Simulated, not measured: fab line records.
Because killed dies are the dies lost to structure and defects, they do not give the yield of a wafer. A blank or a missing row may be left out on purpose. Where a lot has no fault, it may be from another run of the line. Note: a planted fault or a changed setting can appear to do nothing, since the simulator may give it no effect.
Comparing a struck lot with a sound one | flow nand_harc | 18 steps out of a route of 1159
Sound: wafers L435.1, L435.2, L435.5. Wafers struck: L444.2, L444.4, L444.5. The cause is named last.
Per side, at each step with rows, come the tool, then ch with its chambers, and then its first start. Under that, the readings that differ: sound wafers | struck wafers | difference of the means | sigmas: that difference in standard deviations of wafers without a fault.
alike: same words and numbers on both sides, and readings whose means sit less than 2 such deviations apart. not compared: any withheld reading, any reading some wafer has no value for, any bound like >300 that may hide the same value, and any number with overlapping values for which the record gives no deviation.
Wherever a step has rows on one side only, a row that says differs or no value, or a row with sigmas, the two part there. Non-overlapping numbers with no deviation appear without sigmas and do not part them. A reading that every wafer of one side lacks parts them only if that side has two wafers or more.

NHARC_A_M1_PRE_CLEAN_32: time 12 s.
  sound on pecvd-01 ch 0,1, day 18 08:09; struck on pecvd-04 ch 0,2, day 20 12:07
  alike: heater_power_outer_w, heater_power_w
NHARC_A_M1_DEP_33: deposits SiCN, target thk 30 nm.
  sound on pecvd-01 ch 0,1, day 18 08:14; struck on pecvd-04 ch 0,2, day 20 12:12
  alike: heater_power_outer_w, heater_power_w
NHARC_A_BONDPAD_DEP_00: deposits SiCN, target thk 250 nm.
  sound on pecvd-02 ch 0,1,2, day 18 08:47; struck on pecvd-04 ch 1,2
  alike: heater_power_outer_w, heater_power_w
NHARC_A_BONDPAD_CMP_29: polishes SiCN, target thk 200 nm.
  sound on cmp-04 ch 1,2, day 18 09:11; struck on cmp-04 ch 0,3, day 20 13:10
  alike: edge_zone_pressure_frac, motor_current_A
NHARC_A_BONDPAD_THK_MEAS_30: measures by ellipsometry.
  struck on film_metro-02, day 20 13:25; sound on film_metro-02, day 18 09:26
  alike: thk_nm
then, 7 steps without rows for these wafers: NHARC_A_BONDPAD_SRD_31; NHARC_A_BONDPAD_DEHYDRATE_01 (time 120 s); NHARC_A_BONDPAD_HMDS_02 (time 30 s); NHARC_A_BONDPAD_COAT_33 (time 65 s); NHARC_A_BONDPAD_COAT_03 (resist thk 600 nm); NHARC_A_BONDPAD_SOFTBAKE_04 (time 70 s); NHARC_A_BONDPAD_EBR_05.
NHARC_A_BONDPAD_EXPOSE_06: exposes mask A BPAD.
  sound on krf_scanner-02 ch 0, day 18 09:52; struck on krf_scanner-03 ch 0, day 20 13:43
  reading              | sound             | struck            | difference | sigmas
  exposure_dose_mJ_cm2 | 36.95 36.95 36.96 | 26.89 26.82 26.82 | -10.11     | -99 or more
  alike: mask, reticle_temp_C
then, 2 steps without rows for these wafers: NHARC_A_BONDPAD_PEB_07 (peb time 80 s); NHARC_A_BONDPAD_DEVELOP_08 (time 50 s).
NHARC_A_BONDPAD_CD_MEAS_09: target cd 500 nm.
  sound on cd_sem-01 ch 0, day 18 10:01; struck on cd_sem-01 ch 0
  reading    | sound             | struck            | difference | sigmas
  cd_nm (nm) | 498.3 500.3 498.1 | 494.1 491.8 492.6 | -6.1       | -5
  not compared: hold
NHARC_A_BONDPAD_OVL_MEAS_35:
  struck on overlay-01, day 20 19:50; sound on overlay-01, day 18 10:07
  reading | sound | struck                                                                     | difference                   | sigmas
  hold    | - - - | await_dispo/5.7h/release await_dispo/5.7h/release await_dispo/5.7h/release | no value on the sound wafers |
  alike: overlay_x_nm, overlay_y_nm
NHARC_END_SORT_01:
  sound on prober-01 ch 0, day 20 05:23; struck on prober-02 ch 0, day 22 09:16
  alike: defect_limited_yield, killed_at_array, killed_at_other, killed_at_periphery, killed_dies, killed_open, killed_short, sort_bin_2_pct, sort_bin_3_pct, sort_bin_4_pct, sort_n_pass, sort_rim_yield_pct, sort_yield_pct

== WHERE THEY PART ==
Earliest at NHARC_A_BONDPAD_EXPOSE_06; latest, in this record, at NHARC_A_BONDPAD_OVL_MEAS_35. Later steps at which nothing parts them and some readings are alike: NHARC_END_SORT_01.

WHY: whatever the simulator had introduced
Process parameter drift: krf_scanner-03, from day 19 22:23 on, at NHARC_A_BONDPAD_EXPOSE_06. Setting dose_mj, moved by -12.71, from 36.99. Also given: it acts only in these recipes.
